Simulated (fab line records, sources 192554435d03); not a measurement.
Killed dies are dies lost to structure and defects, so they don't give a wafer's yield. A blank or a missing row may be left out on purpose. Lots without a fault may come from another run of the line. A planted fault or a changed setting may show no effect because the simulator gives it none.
fab line records | flow n5_finfet
record lots=5 wafers=15 last_day=18
route steps=1938 shown BEOL_M8@1387 BEOL_M9@1401
lots that met no fault: from a run of the same line without faults
start_h: hours from the record's first day to the start of the lot's first wafer shown | wait_h: hours since the lot's step before | " the same as in the row above | L1.1+2: a row that stands for several wafers | - no value, or no start given | * or withheld: withheld | < > ~ a bound
route shown NAME@n: a module of which the file shows steps, and the number in the route of the first | usual: mean/standard deviation of fault-free wafers | same: alike in all rows | chamber/n: place in a boat | sites: the reading at each site | _std_site: their standard deviation | _edge_site: outer sites' mean less inner sites' | radius_mm: how far each site lies from the wafer's centre | mask NAME#n: copy n | behind: the tool/chamber that last shaped the wafer | hold: why the lot was held/for how many hours/how that ended | device: the transistor (n, p or np) that didn't switch | end of line: the same wafers' tests at the end of the route | a step without rows: its recipe alone | killed: dies lost to structure and defects at the first sort, not the wafer's yield | map: a wafer's dies, x killed, . not, _ none there
set.NAME: the setting as run; set.NAME@STEP: as run at that earlier step | model.NAME: the simulator's own value behind a step, which no gauge read
lots at some steps of the route; a table a step, a row a wafer
services: from which hour (start_h, from the record's first day; less than 0 if before it) a tool's chamber was out of use, for how many hours, and why
## steps
# step N5_BEOL_M8_DEGAS_44
# recipe ambient=vacuum temp_c=250 time_s=60
# usual heater_power_w=333/41
# columns lot.wafer tool chamber start_h wait_h heater_power_w
L081.2 pvd_sputter-01 - 258.13 4.3 275
L081.4 " - " " 379
L081.5 " - " " 387
L088.1 pvd_sputter-02 - 296.78 1.9 305
L088.3 " - " " 259
L088.4 " - " " 324
L094.2 pvd_sputter-01 - 322.55 0.3 353
L094.3 " - " " 282
L094.4 " - " " 358
L095.3 pvd_sputter-03 - 341.97 0.2 370
L095.5 " - " " 335
L095.6 " - " " 376
L097.2 pvd_sputter-02 - 358.65 0.4 306
L097.4 " - " " 359
L097.6 " - " " 330
# step N5_BEOL_M8_PRE_CLEAN_45
# recipe gas=H2/He time_s=30 temp_c=250
# usual heater_power_w=333/42
# columns lot.wafer tool chamber start_h wait_h heater_power_w
L081.2 pvd_sputter-01 - 258.17 0.0 278
L081.4 " - " " 372
L081.5 " - " " 380
L088.1 pvd_sputter-02 - 296.82 0.0 311
L088.3 " - " " 264
L088.4 " - " " 321
L094.2 pvd_sputter-01 - 322.59 0.0 342
L094.3 " - " " 281
L094.4 " - " " 356
L095.3 pvd_sputter-03 - 342.01 0.0 373
L095.5 " - " " 340
L095.6 " - " " 363
L097.2 pvd_sputter-02 - 358.69 0.0 310
L097.4 " - " " 364
L097.6 " - " " 321
# step N5_BEOL_M8_ALD_77
# recipe material=TaN target_thk_a=20 temp_c=275 ald_precursor_family=PDMAT ald_co_reactant=NH3 pressure_torr=3 carrier_flow_sccm=1500 pulse_time_s=2 purge_time_s=3 co_reactant_purge_time_s=2 co_reactant_pulse_time_s=3 ald_cycles=40 precursor_vessel_temp_c=75 precursor_vessel_pressure_torr=26.25 precursor_vessel_carrier_sccm=1000
# usual heater_power_outer_w=230/28 heater_power_w=418/44
# same purge_time_s=3
# columns lot.wafer tool chamber start_h wait_h heater_power_outer_w heater_power_w
L081.2 ald_metal-01 3 258.25 0.1 207 368
L081.4 " 1 " " 198 356
L081.5 " 2 " " 252 413
L088.1 ald_metal-01 2 296.90 0.1 255 422
L088.3 " 3 " " 199 385
L088.4 " 2 " " 245 434
L094.2 ald_metal-02 0 322.65 0.0 231 410
L094.3 " 3 " " 237 429
L094.4 " 1 " " 217 425
L095.3 ald_metal-02 1 342.08 0.0 223 436
L095.5 " 3 " " 245 421
L095.6 " 2 " " 276 482
L097.2 ald_metal-03 1 358.75 0.0 220 392
L097.4 " 3 " " 299 535
L097.6 " 3 " " 285 526
# step N5_BEOL_M8_SURFACE_TREAT_79
# recipe gas=Ar time_s=* ion_energy_ev=* ion_current_ma_cm2=0.5 pressure_mtorr=* ar_flow_sccm=30
# usual throttle_valve_pct=*
# columns lot.wafer tool chamber start_h wait_h throttle_valve_pct
L081.2 pvd_sputter-01 - 258.71 0.3 *
L081.4 " - " " *
L081.5 " - " " *
L088.1 pvd_sputter-02 - 297.36 0.3 *
L088.3 " - " " *
L088.4 " - " " *
L094.2 pvd_sputter-02 - 322.93 0.2 *
L094.3 " - " " *
L094.4 " - " " *
L095.3 pvd_sputter-03 - 342.39 0.2 *
L095.5 " - " " *
L095.6 " - " " *
L097.2 pvd_sputter-01 - 359.31 0.4 *
L097.4 " - " " *
L097.6 " - " " *
# step N5_BEOL_M8_CVD_78
# recipe material=Co target_thk_a=20 temp_c=withheld precursor=CCTBA/H2 pressure_torr=30 time_s=142.3
# columns lot.wafer tool chamber start_h wait_h
L081.2+4+5 cvd_co-01 2,2,1 258.78 0.1
L088.1+3+4 cvd_co-02 1,0,2 297.42 0.0
L094.2+3+4 cvd_co-01 2,1,0 323.03 0.1
L095.3+5+6 cvd_co-02 2,2,0 342.53 0.1
L097.2+4+6 cvd_co-02 0,1,0 359.60 0.3
# step N5_BEOL_M8_SPUTTER_48
# recipe material=Cu target_thk_a=100 temp_c=-20 bias_v=60 power_w=26000 chamber_pressure_pa=0.13 time_s=1.667
# usual throttle_valve_pct=29.8/1.2
# columns lot.wafer tool chamber start_h wait_h throttle_valve_pct
L081.2 pvd_sputter-02 - 258.94 0.1 29.9
L081.4 " - " " 31.1
L081.5 " - " " 31.1
L088.1 pvd_sputter-03 - 297.56 0.1 31.0
L088.3 " - " " 30.7
L088.4 " - " " 28.2
L094.2 pvd_sputter-01 - 323.16 0.1 30.5
L094.3 " - " " 29.8
L094.4 " - " " 27.8
L095.3 pvd_sputter-03 - 342.65 0.1 28.8
L095.5 " - " " 28.0
L095.6 " - " " 31.3
L097.2 pvd_sputter-01 - 359.77 0.1 29.7
L097.4 " - " " 27.8
L097.6 " - " " 29.7
# step N5_BEOL_M8_ECD_50
# recipe material=Cu target_thk_a=3000
# columns lot.wafer tool chamber start_h wait_h
L081.2+4+5 ecd_cu-01 0,1,1 259.06 0.1
L088.1+3+4 ecd_cu-02 0,0,1 297.68 0.1
L094.2+3+4 ecd_cu-02 0,1,0 323.27 0.1
L095.3+5+6 ecd_cu-02 0,0,1 342.79 0.1
L097.2+4+6 ecd_cu-02 1,1,0 359.89 0.1
# step N5_BEOL_M8_ANNEAL_51
# recipe temp_c=225 time_s=90 ambient=N2
# usual wafer_temp_C_max=225.7/0.3
# columns lot.wafer tool chamber start_h wait_h wafer_temp_C_max
L081.2 rtp_anneal-01 0 259.20 0.1 225.4
L081.4 " 0 " " 225.9
L081.5 " 0 " " 226.0
L088.1 rtp_anneal-02 0 298.08 0.4 225.8
L088.3 " 0 " " 225.9
L088.4 " 0 " " 226.0
L094.2 rtp_anneal-02 0 324.02 0.7 226.2
L094.3 " 0 " " 225.6
L094.4 " 0 " " 226.3
L095.3 rtp_anneal-01 0 342.95 0.1 225.4
L095.5 " 0 " " 225.3
L095.6 " 0 " " 225.4
L097.2 rtp_anneal-02 0 360.55 0.6 225.7
L097.4 " 0 " " 226.1
L097.6 " 0 " " 225.8
# step N5_BEOL_M8_CMP_52
# recipe stop_on=SiCOH_lowk t_overpolish_s=6.9 down_force_psi=1 platen_rpm=50 clearing_platen_down_force_psi=1.5 clearing_platen_rpm=50 post_cmp_clean=cu_alkaline target_thk_nm=80 clearing_platen_pad_velocity_m_s=0.99484 pad_velocity_m_s=0.99484
# usual barrier_field_endpoint_s=28.8/0.67 motor_current_A=6.2/0.58 overpolish_run_s=6.901/0.0091 slurry_flow_ml_min=150.0/0.55 time_to_endpoint_s=62.0/2.5
# columns lot.wafer tool chamber start_h wait_h barrier_field_endpoint_s motor_current_A overpolish_run_s slurry_flow_ml_min time_to_endpoint_s
L081.2 cmp-01 1 259.53 0.3 29.4 5.9 6.905 149.9 61.8
L081.4 " 2 " " 28.9 5.8 6.894 149.9 61.3
L081.5 " 0 " " 28.6 5.7 6.912 149.6 60.6
L088.1 cmp-03 1 298.38 0.3 28.8 6.8 6.920 151.2 61.1
L088.3 " 2 " " 28.8 6.3 6.913 150.6 57.4
L088.4 " 0 " " 30.0 6.1 6.900 150.4 65.4
L094.2 cmp-04 2 324.28 0.2 29.9 6.5 6.899 149.0 65.5
L094.3 " 0 " " 30.6 6.8 6.908 149.3 68.8
L094.4 " 1 " " 30.4 7.1 6.915 149.2 65.6
L095.3 cmp-01 2 343.16 0.2 28.5 6.5 6.886 150.1 60.0
L095.5 " 2 " " 28.7 6.0 6.904 149.4 58.6
L095.6 " 3 " " 28.8 5.5 6.899 148.5 58.7
L097.4 cmp-03 3 360.89 0.2 29.6 7.1 6.897 149.0 63.0
L097.2 " 0 " " 29.1 5.6 6.902 150.0 63.1
L097.6 " 2 " " 29.1 6.2 6.891 150.6 62.5
# step N5_BEOL_M8_THK_MEAS_53
# recipe thk_meas_gauge=xrf reads=Cu_of_BEOL_M8_ECD_50
# usual M8_THK=80.2/2
# columns lot.wafer tool chamber start_h wait_h M8_THK[nm]
L081.2 film_metro-02 - 259.75 - 77.3
L081.4 " - " " 80.3
L081.5 " - " " 79.6
L088.1 film_metro-02 - 298.67 - 77.6
L088.3 " - " " 79.8
L088.4 " - " " 79.8
L094.2 film_metro-01 - 324.58 - 83.0
L094.3 " - " " 82.0
L094.4 " - " " 83.5
L095.3 film_metro-01 - 343.46 - 81.6
L095.5 " - " " 77.8
L095.6 " - " " 81.5
L097.2 film_metro-01 - 361.11 - 81.9
L097.4 " - " " 81.0
L097.6 " - " " 83.6
# step N5_BEOL_M8_PRE_CLEAN_55
# recipe gas=NH3 time_s=15 temp_c=withheld rf_power_w=300
# columns lot.wafer tool chamber start_h wait_h
L081.2+4+5 pecvd-03 0,2,1 259.78 0.0
L088.1+3+4 pecvd-02 1,0,2 298.71 0.0
L094.2+3+4 pecvd-01 0,1,1 324.62 0.0
L095.3+5+6 pecvd-03 1,0,2 343.49 0.0
L097.2+4+6 pecvd-03 1,2,0 361.14 0.0
# step N5_BEOL_M8_DEP_56
# recipe material=SiCN target_thk_a=100 temp_c=withheld precursor=3MS/NH3 pressure_torr=3 rf_w=202 time_s=17.5
# usual showerhead_plenum_p_Torr=3.661/0.017 throttle_valve_pct=8.9/0.54
# columns lot.wafer tool chamber start_h wait_h showerhead_plenum_p_Torr throttle_valve_pct
L081.2 pecvd-03 0 259.81 0.0 3.684 9.7
L081.4 " 2 " " 3.650 9.0
L081.5 " 1 " " 3.686 8.5
L088.1 pecvd-02 1 298.73 0.0 3.656 9.4
L088.3 " 0 " " 3.676 9.3
L088.4 " 2 " " 3.651 9.2
L094.2 pecvd-01 0 324.64 0.0 3.632 8.5
L094.3 " 1 " " 3.638 8.8
L094.4 " 1 " " 3.641 8.7
L095.3 pecvd-03 1 343.52 0.0 3.691 8.5
L095.5 " 0 " " 3.687 10.0
L095.6 " 2 " " 3.652 8.8
L097.2 pecvd-03 1 361.17 0.0 3.677 8.6
L097.4 " 2 " " 3.648 9.0
L097.6 " 0 " " 3.694 9.9
# step N5_BEOL_M8_RS_MEAS_57
# recipe thk_meas_gauge=four-point-probe reads=Cu_of_BEOL_M8_ECD_50+Co_of_BEOL_M8_CVD_78+TaN_of_BEOL_M8_ALD_77
# usual M8_RS=0.282/0.0079
# columns lot.wafer tool chamber start_h wait_h M8_RS[ohm/sq]
L081.2 film_metro-01 - 259.88 0.1 0.295
L081.4 " - " " 0.281
L081.5 " - " " 0.282
L088.1 film_metro-02 - 298.80 0.1 0.295
L088.3 " - " " 0.287
L088.4 " - " " 0.286
L094.2 film_metro-01 - 324.71 0.1 0.271
L094.3 " - " " 0.274
L094.4 " - " " 0.269
L095.3 film_metro-01 - 343.59 0.1 0.275
L095.5 " - " " 0.290
L095.6 " - " " 0.276
L097.2 film_metro-01 - 361.24 0.1 0.277
L097.4 " - " " 0.279
L097.6 " - " " 0.270
# step N5_BEOL_M8_INSPECT_58
# recipe inspect_instrument=darkfield mode=post_dep
# usual raw_defect_count=71/22
# columns lot.wafer tool chamber start_h wait_h raw_defect_count
L081.2 defect_inspect-02 - 259.90 0.0 61
L081.4 " - " " 79
L081.5 " - " " 93
L088.1 defect_inspect-02 - 298.83 0.0 59
L088.3 " - " " 90
L088.4 " - " " 115
L094.2 defect_inspect-02 - 324.74 0.0 127
L094.3 " - " " 69
L094.4 " - " " 181
L095.3 defect_inspect-01 - 343.61 0.0 63
L095.5 " - " " 57
L095.6 " - " " 54
L097.2 defect_inspect-01 - 361.26 0.0 58
L097.4 " - " " 92
L097.6 " - " " 122
# step N5_BEOL_M9_ILD_DEP_00
# recipe material=SiCOH_lowk target_thk_a=3085.1 temp_c=300 precursor=DEMS/porogen pressure_torr=5 rf_w=500 time_s=58
# usual heater_power_outer_w=135/26 heater_power_w=296/46 showerhead_plenum_p_Torr=5.739/0.019 throttle_valve_pct=13.5/0.83
# columns lot.wafer tool chamber start_h wait_h heater_power_outer_w heater_power_w showerhead_plenum_p_Torr throttle_valve_pct
L081.2 pecvd-01 1 259.94 0.0 134 336 5.731 13.2
L081.4 " 1 " " 142 340 5.712 13.2
L081.5 " 2 " " 153 337 5.739 12.7
L088.1 pecvd-03 1 298.87 0.0 133 270 5.745 13.2
L088.3 " 0 " " 173 361 5.787 15.4
L088.4 " 2 " " 115 251 5.723 13.5
L094.2 pecvd-03 2 324.77 0.0 117 262 5.736 13.8
L094.3 " 1 " " 107 237 5.759 13.1
L094.4 " 2 " " 122 256 5.727 13.4
L095.3 pecvd-03 0 343.65 0.0 124 287 5.768 15.5
L095.5 " 2 " " 114 244 5.745 13.8
L095.6 " 1 " " 143 280 5.762 13.0
L097.2 pecvd-01 1 361.30 0.0 149 341 5.730 13.1
L097.4 " 2 " " 141 315 5.731 12.7
L097.6 " 1 " " 157 357 5.718 13.4
# step N5_BEOL_M9_CURE_71
# recipe temp_c=385 time_s=240 ambient=He/Ar material=SiCOH_lowk
# usual lamp_power_pct=52.31/0.052 wafer_temp_C_max=387.2/0.82
# columns lot.wafer tool chamber start_h wait_h lamp_power_pct wafer_temp_C_max
L081.2 uv_cure-03 2 260.10 0.1 52.33 388.2
L081.4 " 2 " " 52.19 388.4
L081.5 " 2 " " 52.31 387.4
L088.1 uv_cure-01 2 298.94 0.0 52.37 387.1
L088.3 " 2 " " 52.37 386.5
L088.4 " 2 " " 52.28 386.3
L094.2 uv_cure-02 1 324.96 0.2 52.36 386.1
L094.3 " 1 " " 52.33 386.4
L094.4 " 1 " " 52.25 386.3
L095.3 uv_cure-03 1 343.93 0.2 52.32 387.7
L095.5 " 1 " " 52.33 387.7
L095.6 " 1 " " 52.39 386.8
L097.2 uv_cure-01 0 361.46 0.1 52.33 386.7
L097.4 " 0 " " 52.38 387.9
L097.6 " 0 " " 52.25 387.0
# step N5_BEOL_M9_THK_MEAS_01
# recipe reads=SiCOH_lowk_of_BEOL_M9_ILD_DEP_00
# usual M9_ILD_THK=267/3.6
# columns lot.wafer tool chamber start_h wait_h M9_ILD_THK[nm]
L081.2 film_metro-01 - 260.53 0.4 264
L081.4 " - " " 274
L081.5 " - " " 271
L088.1 film_metro-02 - 299.46 0.4 263
L088.3 " - " " 261
L088.4 " - " " 272
L094.2 film_metro-01 - 325.39 0.4 270
L094.3 " - " " 265
L094.4 " - " " 271
L095.3 film_metro-02 - 344.28 0.3 263
L095.5 " - " " 274
L095.6 " - " " 267
L097.2 film_metro-01 - 361.89 0.4 269
L097.4 " - " " 268
L097.6 " - " " 271
# step N5_BEOL_M9_PECVD_70
# recipe material=SiO2 target_thk_a=200 temp_c=400 precursor=TEOS/O2 pressure_torr=5.5 rf_w=450 teos_flow_sccm=53.8 gas=O2 flow_sccm=3000 time_s=22.7
# usual heater_power_outer_w=407/53 heater_power_w=689/77 showerhead_plenum_p_Torr=8.78/0.07 throttle_valve_pct=21.7/1.3
# columns lot.wafer tool chamber start_h wait_h heater_power_outer_w heater_power_w showerhead_plenum_p_Torr throttle_valve_pct
L081.2 pecvd-01 2 260.57 0.0 429 755 8.73 20.9
L081.4 " 0 " " 524 821 8.68 20.5
L081.5 " 2 " " 438 742 8.76 20.8
L088.1 pecvd-03 0 299.49 0.0 484 818 8.91 24.7
L088.3 " 2 " " 371 608 8.73 21.9
L088.4 " 1 " " 430 691 8.87 21.1
L094.2 pecvd-01 1 325.43 0.0 413 727 8.67 21.4
L094.3 " 0 " " 470 763 8.68 20.6
L094.4 " 0 " " 470 742 8.67 20.7
L095.3 pecvd-04 2 344.32 0.0 316 561 8.79 20.6
L095.5 " 1 " " 360 642 8.82 23.3
L095.6 " 2 " " 320 547 8.78 20.8
L097.2 pecvd-01 1 361.93 0.0 431 793 8.67 21.4
L097.4 " 0 " " 453 729 8.69 20.9
L097.6 " 1 " " 431 779 8.69 21.8
# step N5_BEOL_M9_HM_DEP_02
# recipe material=TiN target_thk_a=200 temp_c=25 chamber_pressure_pa=0.49996
# usual throttle_valve_pct=29.8/1.2
# columns lot.wafer tool chamber start_h wait_h throttle_valve_pct
L081.2 pvd_sputter-03 - 262.31 1.7 30.9
L081.4 " - " " 28.3
L081.5 " - " " 31.1
L088.1 pvd_sputter-03 - 302.54 3.0 29.2
L088.3 " - " " 30.9
L088.4 " - " " 28.3
L094.2 pvd_sputter-03 - 326.14 0.7 30.6
L094.3 " - " " 28.0
L094.4 " - " " 29.0
L095.3 pvd_sputter-03 - 346.41 2.1 28.2
L095.5 " - " " 29.2
L095.6 " - " " 30.7
L097.2 pvd_sputter-01 - 362.37 0.4 30.5
L097.4 " - " " 31.2
L097.6 " - " " 29.8
# step N5_BEOL_M9_COAT_59
# recipe resist=SOC temp_c=250 time_s=60 spin_rpm=1500 resist_thk_nm=100
# usual resist_line_temp_C=23.01/0.1 spin_speed_rpm=1500.0/1.1
# columns lot.wafer tool chamber start_h wait_h resist_line_temp_C spin_speed_rpm
L081.2 litho_track-03 0 262.44 0.1 23.04 1501.6
L081.4 " 0 " " 23.04 1503.2
L081.5 " 0 " " 22.98 1500.7
L088.1 litho_track-03 0 302.67 0.1 22.93 1499.0
L088.3 " 0 " " 22.99 1499.1
L088.4 " 0 " " 23.26 1500.2
L094.2 litho_track-01 0 326.28 0.1 23.04 1499.5
L094.3 " 0 " " 23.03 1500.9
L094.4 " 0 " " 23.14 1498.6
L095.3 litho_track-05 0 346.54 0.1 22.99 1500.5
L095.5 " 0 " " 23.04 1500.6
L095.6 " 0 " " 23.01 1499.4
L097.2 litho_track-05 0 362.50 0.1 23.00 1498.7
L097.4 " 0 " " 22.97 1499.6
L097.6 " 0 " " 23.20 1498.7
# step N5_BEOL_M9_COAT_60
# recipe resist=SiARC temp_c=220 time_s=60 spin_rpm=1500 resist_thk_nm=30
# usual resist_line_temp_C=23.03/0.099 spin_speed_rpm=1499.9/1.1
# columns lot.wafer tool chamber start_h wait_h resist_line_temp_C spin_speed_rpm
L081.2 litho_track-03 0 - - 23.10 1499.5
L081.4 " 0 " " 23.22 1500.7
L081.5 " 0 " " 23.23 1500.4
L088.1 litho_track-03 0 - - 23.06 1498.4
L088.3 " 0 " " 23.00 1498.6
L088.4 " 0 " " 22.83 1498.4
L094.2 litho_track-01 0 - - 23.15 1501.3
L094.3 " 0 " " 23.19 1501.7
L094.4 " 0 " " 23.11 1498.6
L095.3 litho_track-05 0 - - 22.93 1500.1
L095.5 " 0 " " 23.13 1500.2
L095.6 " 0 " " 22.92 1500.1
L097.2 litho_track-05 0 - - 23.06 1500.4
L097.4 " 0 " " 22.85 1499.8
L097.6 " 0 " " 22.91 1500.3
# step N5_BEOL_M9_COAT_05
# recipe resist=CAR-ArF spin_rpm=1500 resist_thk_nm=90
# usual resist_line_temp_C=22.98/0.11 spin_speed_rpm=1499.9/1
# columns lot.wafer tool chamber start_h wait_h resist_line_temp_C spin_speed_rpm
L081.2 litho_track-03 0 - - 22.97 1500.3
L081.4 " 0 " " 23.09 1499.6
L081.5 " 0 " " 23.07 1498.6
L088.1 litho_track-03 0 - - 22.96 1499.1
L088.3 " 0 " " 22.92 1502.6
L088.4 " 0 " " 22.79 1502.9
L094.2 litho_track-01 0 - - 23.08 1501.3
L094.3 " 0 " " 23.21 1500.4
L094.4 " 0 " " 23.08 1499.2
L095.3 litho_track-05 0 - - 23.07 1501.0
L095.5 " 0 " " 23.01 1500.5
L095.6 " 0 " " 23.01 1501.0
L097.2 litho_track-05 0 - - 23.09 1500.5
L097.4 " 0 " " 22.87 1500.5
L097.6 " 0 " " 23.13 1500.3
# step N5_BEOL_M9_EBR_07
# recipe solvent=PGMEA ebr_width_mm=1.5
# usual resist_line_temp_C=22.98/0.11
# columns lot.wafer tool chamber start_h wait_h resist_line_temp_C
L081.2 litho_track-03 0 - - 22.97
L081.4 " 0 " " 22.79
L081.5 " 0 " " 22.96
L088.1 litho_track-03 0 - - 23.04
L088.3 " 0 " " 22.97
L088.4 " 0 " " 23.03
L094.2 litho_track-01 0 - - 23.12
L094.3 " 0 " " 23.21
L094.4 " 0 " " 23.15
L095.3 litho_track-05 0 - - 23.05
L095.5 " 0 " " 23.11
L095.6 " 0 " " 23.00
L097.2 litho_track-05 0 - - 23.01
L097.4 " 0 " " 22.97
L097.6 " 0 " " 23.14
# step N5_BEOL_M9_SOFTBAKE_06
# recipe temp_c=110 time_s=60 resist=CAR-ArF
# usual resist_line_temp_C=23.02/0.12
# columns lot.wafer tool chamber start_h wait_h resist_line_temp_C
L081.2 litho_track-03 0 - - 23.18
L081.4 " 0 " " 23.01
L081.5 " 0 " " 23.11
L088.1 litho_track-03 0 - - 23.04
L088.3 " 0 " " 23.03
L088.4 " 0 " " 23.02
L094.2 litho_track-01 0 - - 22.80
L094.3 " 0 " " 22.96
L094.4 " 0 " " 22.81
L095.3 litho_track-05 0 - - 23.02
L095.5 " 0 " " 23.12
L095.6 " 0 " " 22.96
L097.2 litho_track-05 0 - - 22.89
L097.4 " 0 " " 22.93
L097.6 " 0 " " 22.89
# step N5_BEOL_M9_EXPOSE_08
# recipe mask_id=M9 na=1.35 source_shape=dipole sigma_inner=0.411 sigma_outer=0.611 polarization=te dose_mj=53.75
# usual exposure_dose_mJ_cm2=53.71/0.056
# columns lot.wafer tool chamber start_h wait_h mask exposure_dose_mJ_cm2
L081.2 arfi_scanner-01 0 262.68 - M9#0 53.77
L081.4 " 0 " " M9#0 53.74
L081.5 " 0 " " M9#0 53.76
L088.1 arfi_scanner-02 0 302.91 - M9#0 53.87
L088.3 " 0 " " M9#0 53.71
L088.4 " 0 " " M9#0 53.77
L094.2 arfi_scanner-03 0 326.53 - M9#0 53.65
L094.3 " 0 " " M9#0 53.66
L094.4 " 0 " " M9#0 53.73
L095.3 arfi_scanner-01 0 346.67 - M9#0 53.75
L095.5 " 0 " " M9#0 53.69
L095.6 " 0 " " M9#0 53.72
L097.2 arfi_scanner-02 0 362.75 - M9#0 53.74
L097.4 " 0 " " M9#0 53.79
L097.6 " 0 " " M9#0 53.77
# step N5_BEOL_M9_PEB_09
# recipe peb_temp_c=withheld peb_time_s=60 resist=CAR-ArF
# usual resist_line_temp_C=23.00/0.1
# columns lot.wafer tool chamber start_h wait_h resist_line_temp_C
L081.2 litho_track-05 0 262.74 0.0 23.06
L081.4 " 0 " " 23.08
L081.5 " 0 " " 23.00
L088.1 litho_track-03 0 302.97 0.1 23.23
L088.3 " 0 " " 23.21
L088.4 " 0 " " 23.26
L094.2 litho_track-03 0 326.58 0.0 22.88
L094.3 " 0 " " 22.83
L094.4 " 0 " " 23.02
L095.3 litho_track-03 0 346.72 0.0 22.91
L095.5 " 0 " " 22.93
L095.6 " 0 " " 22.95
L097.2 litho_track-05 0 362.80 0.0 23.23
L097.4 " 0 " " 23.02
L097.6 " 0 " " 23.03
# step N5_BEOL_M9_DEVELOP_10
# recipe develop_time_s=30 developer=TMAH resist=CAR-ArF rinse_liquid=diw dry=air_spin dev_temp_c=23
# usual resist_line_temp_C=22.98/0.11
# columns lot.wafer tool chamber start_h wait_h resist_line_temp_C
L081.2 litho_track-05 0 - - 22.93
L081.4 " 0 " " 23.00
L081.5 " 0 " " 23.01
L088.1 litho_track-03 0 - - 22.92
L088.3 " 0 " " 23.06
L088.4 " 0 " " 22.88
L094.2 litho_track-03 0 - - 22.90
L094.3 " 0 " " 22.75
L094.4 " 0 " " 22.77
L095.3 litho_track-03 0 - - 22.96
L095.5 " 0 " " 22.99
L095.6 " 0 " " 22.97
L097.2 litho_track-05 0 - - 22.94
L097.4 " 0 " " 22.90
L097.6 " 0 " " 22.99
# step N5_BEOL_M9_CD_MEAS_11
# recipe target_cd_nm=64.1 landing_energy_ev=500 detector=se_inlens polarity=opening
# usual cd_nm=64.1/0.5
# columns lot.wafer tool chamber start_h wait_h cd_nm
L081.2 cd_sem-01 0 262.81 - 63.2
L081.4 " 0 " " 63.3
L081.5 " 0 " " 63.7
L088.1 cd_sem-03 0 303.04 - 63.4
L088.3 " 0 " " 64.0
L088.4 " 0 " " 63.9
L094.2 cd_sem-01 0 326.65 - 64.7
L094.3 " 0 " " 63.8
L094.4 " 0 " " 64.0
L095.3 cd_sem-01 0 346.79 - 64.0
L095.5 " 0 " " 64.0
L095.6 " 0 " " 64.0
L097.2 cd_sem-03 0 362.87 - 64.3
L097.4 " 0 " " 64.2
L097.6 " 0 " " 64.3
# step N5_BEOL_M9_OVL_MEAS_12
# recipe points_per_wafer=44
# usual M9_OVL=-0.5/0.74
# columns lot.wafer tool chamber start_h wait_h M9_OVL[nm]
L081.2 overlay-02 0 262.84 0.0 -0.1
L081.4 " 0 " " -0.7
L081.5 " 0 " " -1.7
L088.1 overlay-02 0 303.07 0.0 -0.2
L088.3 " 0 " " -1.7
L088.4 " 0 " " -0.8
L094.2 overlay-02 0 326.68 0.0 -0.6
L094.3 " 0 " " -1.0
L094.4 " 0 " " -2.5
L095.3 overlay-01 0 346.82 0.0 -0.3
L095.5 " 0 " " 0.4
L095.6 " 0 " " -0.1
L097.2 overlay-01 0 362.90 0.0 -0.9
L097.4 " 0 " " -0.9
L097.6 " 0 " " -1.0
# step N5_BEOL_M9_INSPECT_13
# recipe mode=adi inspect_instrument=brightfield
# usual raw_defect_count=395/78
# columns lot.wafer tool chamber start_h wait_h raw_defect_count
L081.2 defect_inspect-01 - 262.86 0.0 297
L081.4 " - " " 352
L081.5 " - " " 352
L088.1 defect_inspect-02 - 303.09 0.0 359
L088.3 " - " " 352
L088.4 " - " " 456
L094.2 defect_inspect-02 - 326.71 0.0 420
L094.3 " - " " 400
L094.4 " - " " 587
L095.3 defect_inspect-02 - 346.84 0.0 304
L095.5 " - " " 311
L095.6 " - " " 319
L097.2 defect_inspect-01 - 363.07 0.2 330
L097.4 " - " " 356
L097.6 " - " " 459
# step N5_BEOL_M9_DESCUM_16
# recipe chemistry=O2 time_s=7.9 source_power_w=50 bias_power_w=20 pressure_mtorr=20 rf_frequency_hz=2.712e+07 temp_c=40 resist=CAR-ArF o2_flow_sccm=225
# usual drypump_motor_current_A=5.7/0.43 oes_product_au=0.78/0.1 rf_vpp_V=243.4/1.4 showerhead_plenum_p_Torr=2.10/0.074 throttle_valve_pct=20.49/0.27
# columns lot.wafer tool chamber start_h wait_h drypump_motor_current_A oes_product_au rf_hours_counter_h rf_vpp_V showerhead_plenum_p_Torr throttle_valve_pct
L081.2 rie_diel-04 0 262.89 0.0 5.3 0.74 198 244.4 2.17 20.62
L081.4 " 0 " " 5.3 0.74 - 243.9 2.17 20.60
L081.5 " 0 " " 5.3 0.74 - 245.4 2.17 20.61
L088.1 rie_diel-01 1 303.53 0.4 6.3 0.73 202 243.8 2.09 20.73
L088.3 " 3 " " 5.9 0.98 6 241.7 2.06 20.05
L088.4 " 2 " " 5.1 0.75 174 243.7 2.16 20.49
L094.2 rie_diel-01 0 326.83 0.1 6.2 0.67 241 242.3 1.97 20.85
L094.3 " 3 " " 5.9 0.96 13 242.5 2.06 20.05
L094.4 " 1 " " 6.4 0.72 209 242.8 2.08 20.72
L095.3 rie_diel-01 1 346.89 0.0 6.4 0.72 217 244.2 2.08 20.75
L095.5 " 0 " " 6.2 0.68 - 240.3 1.97 20.85
L095.6 " 3 " " 5.9 0.94 - 243.6 2.05 20.07
L097.2 rie_diel-04 0 363.11 0.0 5.3 0.72 236 244.9 2.16 20.67
L097.4 " 2 " " 5.9 0.78 113 243.7 2.12 20.47
L097.6 " 2 " " 5.9 0.78 - 242.9 2.12 20.47
## services
# columns tool chamber start_h hours kind
uv_cure-01 - 238.22 2.1 pm
arfi_scanner-01 - 241.11 0.8 pm
rie_diel-01 2 244.51 16.5 repair
arfi_scanner-02 - 251.34 1.4 repair
pecvd-02 2 252.11 3.4 repair
ecd_cu-02 - 252.82 2.7 repair
pvd_sputter-03 - 254.06 7.5 repair
pecvd-02 - 257.22 1.5 repair
ald_metal-02 3 261.79 27.9 repair
uv_cure-01 - 262.91 1.0 pm
ald_metal-02 2 266.08 12.8 repair
cmp-03 - 266.47 0.5 repair
arfi_scanner-01 - 267.66 1.0 pm
cvd_co-02 - 276.15 3.8 pm
rie_diel-01 1 288.75 1.8 repair
pecvd-03 0 319.47 18.6 repair
cvd_co-02 - 322.79 6.9 pm
ecd_cu-02 - 331.19 3.0 repair
rie_diel-01 2 333.70 4.4 repair
rie_diel-01 3 341.29 5.2 repair
pecvd-01 - 348.71 0.8 repair
cvd_co-02 - 350.59 2.8 pm
pvd_sputter-01 - 351.60 5.5 repair
rie_diel-01 1 352.93 1.8 repair
## key
fault none
